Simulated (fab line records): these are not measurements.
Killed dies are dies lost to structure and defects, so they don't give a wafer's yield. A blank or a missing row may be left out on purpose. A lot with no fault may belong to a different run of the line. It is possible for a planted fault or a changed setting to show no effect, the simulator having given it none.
Which tool is to blame? ; flow nand-harc ; 36 wafers from 12 lots sampled at 6 of the route's 1159 steps

## WHAT THE GAUGES SHOWED, per wafer
NHARC_P_ZERO_WELL_CD_MEAS_37 targets a cd of 720 nm.
lot;measured;on;cd-nm (nm)
L816;day 1 22:02;cd-sem-01;715.1 719.5 719.9
L817;day 2 04:31;cd-sem-01;722.9 722.0 718.7
L820;day 2 22:14;cd-sem-02;720.1 721.7 720.9
L822;day 3 10:07;cd-sem-03;719.1 719.8 716.4
L823;day 3 16:23;cd-sem-03;715.4 716.8 718.6
L824;day 3 22:14;cd-sem-01;715.4 720.9 721.3
L825;day 4 04:05;cd-sem-03;722.2 723.9 722.8
L826;day 4 10:07;cd-sem-03;722.3 723.5 718.7
L827;day 4 16:02;cd-sem-03;720.3 720.4 714.8
L828;day 4 22:11;cd-sem-01;718.7 714.8 714.1
L831;day 5 16:15;cd-sem-03;- - -
L838;day 7 09:59;cd-sem-01;720.2 720.5 719.5

NHARC_P_ZERO_WELL_CD_MEAS_52 targets a cd of 2000 nm.
lot;measured;on;cd-nm (nm)
L816;day 1 23:41;cd-sem-02;2002.3 2001.2 2004.4
L817;day 2 06:10;cd-sem-02;2004.7 2000.7 1999.0
L820;day 2 23:55;cd-sem-03;2002.9 2005.6 2003.6
L822;day 3 11:46;cd-sem-01;2005.5 2004.3 2003.5
L823;day 3 18:02;cd-sem-02;2001.4 2000.1 2004.9
L824;day 3 23:44;cd-sem-01;1997.3 2003.1 2000.4
L825;day 4 05:37;cd-sem-03;2004.6 2003.8 2000.9
L826;day 4 11:46;cd-sem-01;1998.5 2001.6 1995.5
L827;day 4 17:35;cd-sem-03;2000.5 2002.3 1999.1
L828;day 4 23:44;cd-sem-01;2003.6 2000.2 2003.7
L831;day 5 17:54;cd-sem-03;2001.7 1998.2 1998.0
L838;day 7 11:30;cd-sem-02;2002.5 2004.6 2000.9

NHARC_END_SORT_01.
lot;measured;on;killed-at-array;killed-at-other;killed-at-periphery;killed-dies;killed-open;killed-short
L831;day 23 03:16;prober-01;28 25 34;0 1 0;649 651 643;677 677 677;0 0 3;1 0 2

## WHAT TOOL EACH LOT RAN ON (gives the tool, then ch and the chambers of the sampled wafers, and finally the start)
lot;NHARC_P_ZERO_WELL_DESCUM_26;NHARC_P_ZERO_WELL_EXPOSE_34;NHARC_P_GATE_STRIP_101
L816;rie-diel-05 ch 1,3, day 1 20:40;krf-scanner-01 ch 0, day 1 21:53;rie-diel-08 ch 1,2,3, day 5 08:46
L817;rie-diel-10 ch 2,3, day 2 03:03;krf-scanner-03 ch 0, day 2 04:22;rie-diel-11 ch 0,2,3, day 5 10:43
L820;rie-diel-05 ch 0,3, day 2 20:46;krf-scanner-04 ch 0, day 2 22:05;rie-diel-11 ch 1,2,3, day 6 09:01
L822;rie-diel-05 ch 2,3, day 3 08:31;krf-scanner-03 ch 0, day 3 09:58;rie-diel-11 ch 0,3, day 7 02:37
L823;rie-diel-05 ch 0,1,3, day 3 14:56;krf-scanner-01 ch 0, day 3 16:14;rie-diel-11 ch 2,3, day 7 03:21
L824;rie-diel-10 ch 0,1,2, day 3 20:44;krf-scanner-03 ch 0, day 3 22:04;rie-diel-08 ch 1,2,3, day 7 16:37
L825;rie-diel-12 ch 1,2,3, day 4 02:37;krf-scanner-01 ch 0, day 4 03:56;rie-diel-01 ch 0,1,2, day 7 17:17
L826;rie-diel-05 ch 1,2,3, day 4 08:46;krf-scanner-01 ch 0, day 4 09:58;rie-diel-08 ch 0,2,3, day 8 07:25
L827;rie-diel-05 ch 1,3, day 4 14:31;krf-scanner-04 ch 0, day 4 15:53;rie-diel-08 ch 1,3, day 8 08:07
L828;rie-diel-12 ch 0,1, day 4 20:49;krf-scanner-04 ch 0, day 4 22:01;rie-diel-08 ch 0,1,2, day 8 07:35
L831;rie-diel-10 ch 0,2,3, day 5 14:45;krf-scanner-03 ch 0, day 5 16:05;-
L838;rie-diel-12 ch 0,2, day 7 08:38;krf-scanner-01 ch 0, day 7 09:50;rie-diel-01 ch 1,3, day 10 17:40
- NHARC_P_ZERO_WELL_DESCUM_26: chemistry O2, time 3 s.
- NHARC_P_ZERO_WELL_EXPOSE_34: exposes mask P PWELL, target cd 720 nm.
- NHARC_P_GATE_STRIP_101: strips in O2, time 20 s.

## AS READ BY THE TOOLS THEMSELVES (means over the sampled wafers that have a number; for cases with no such wafer, the mark the record gives instead)
NHARC_P_ZERO_WELL_DESCUM_26.
lot;tool;drypump-motor-current-A (A);oes-product-au (a.u.);rf-vpp-V (V);showerhead-plenum-p-Torr (Torr);throttle-valve-pct (%)
L816;rie-diel-05;5.6;1.016;58.6;1.96;11.316
L817;rie-diel-10;5.2;1.006;57.7;1.93;11.304
L820;rie-diel-05;6.0;1.012;58.0;2.04;11.314
L822;rie-diel-05;6.0;1.010;58.3;2.02;11.315
L823;rie-diel-05;5.8;1.010;57.8;2.01;11.311
L824;rie-diel-10;5.3;0.986;57.5;1.96;11.306
L825;rie-diel-12;5.6;1.006;57.8;1.88;11.315
L826;rie-diel-05;5.7;1.010;58.1;1.98;11.312
L827;rie-diel-05;5.7;1.023;57.8;1.96;11.309
L828;rie-diel-12;5.8;1.020;58.4;1.96;11.307
L831;rie-diel-10;5.2;0.994;57.4;1.95;11.315
L838;rie-diel-12;5.1;1.009;57.9;1.98;11.308

NHARC_P_GATE_STRIP_101.
lot;tool;drypump-motor-current-A (A);oes-product-au (a.u.);rf-vpp-V (V);showerhead-plenum-p-Torr (Torr);throttle-valve-pct (%)
L816;rie-diel-08;5.76;1.010;57.6;3.50;17.033
L817;rie-diel-11;5.64;0.993;56.9;3.63;17.035
L820;rie-diel-11;5.75;1.004;57.9;3.54;17.032
L822;rie-diel-11;5.57;0.987;57.9;3.72;17.026
L823;rie-diel-11;5.68;0.993;57.6;3.52;17.037
L824;rie-diel-08;5.77;1.002;58.2;3.49;17.044
L825;rie-diel-01;5.68;1.004;57.5;3.57;17.035
L826;rie-diel-08;5.64;0.986;57.4;3.42;17.038
L827;rie-diel-08;5.94;1.001;57.6;3.61;17.046
L828;rie-diel-08;5.62;1.000;57.7;3.50;17.045
L838;rie-diel-01;6.01;1.005;56.9;3.51;17.030

## THE ANSWER, worked out from the rows above alone
Rule: what is usual is taken from the lots themselves. Put in order of their means at a reading, lots are off if they are a third of the lots or fewer, leave a main group of 4 or more, and stand apart from it by a gap of 3 or more times the standard deviation of the main group's means; of several such gaps the widest counts. A main group whose means are all the same, to the digits that the tables above print for the reading, isn't used. A lot without any number at a reading at which 4 lots or more have one is off too. Where the step has rows for the other lots, those lots are counted as sound. The gauges are gone through in route order, then the tools' own readings, and for those a lot's mean is taken as printed above. At the first step where some lot is off, the reading lying furthest off is the one used; lots without a number count as furthest.
Off, at NHARC_P_ZERO_WELL_CD_MEAS_37 on cd-nm: L831. Without a number there: L831. Main group: mean 719.4 nm, sd 2.
If a tool, at a process step before that reading, ran all the lots that are off and no sound lot after the first of them, it fits. Gauges at NHARC_P_ZERO_WELL_CD_MEAS_37: tried the same way as those tools. Can't be told from this: 3 tools fit, rie-diel-10 at NHARC_P_ZERO_WELL_DESCUM_26, krf-scanner-03 at NHARC_P_ZERO_WELL_EXPOSE_34, cd-sem-03 at NHARC_P_ZERO_WELL_CD_MEAS_37.

## WHAT THE SIMULATOR HAD INSERTED
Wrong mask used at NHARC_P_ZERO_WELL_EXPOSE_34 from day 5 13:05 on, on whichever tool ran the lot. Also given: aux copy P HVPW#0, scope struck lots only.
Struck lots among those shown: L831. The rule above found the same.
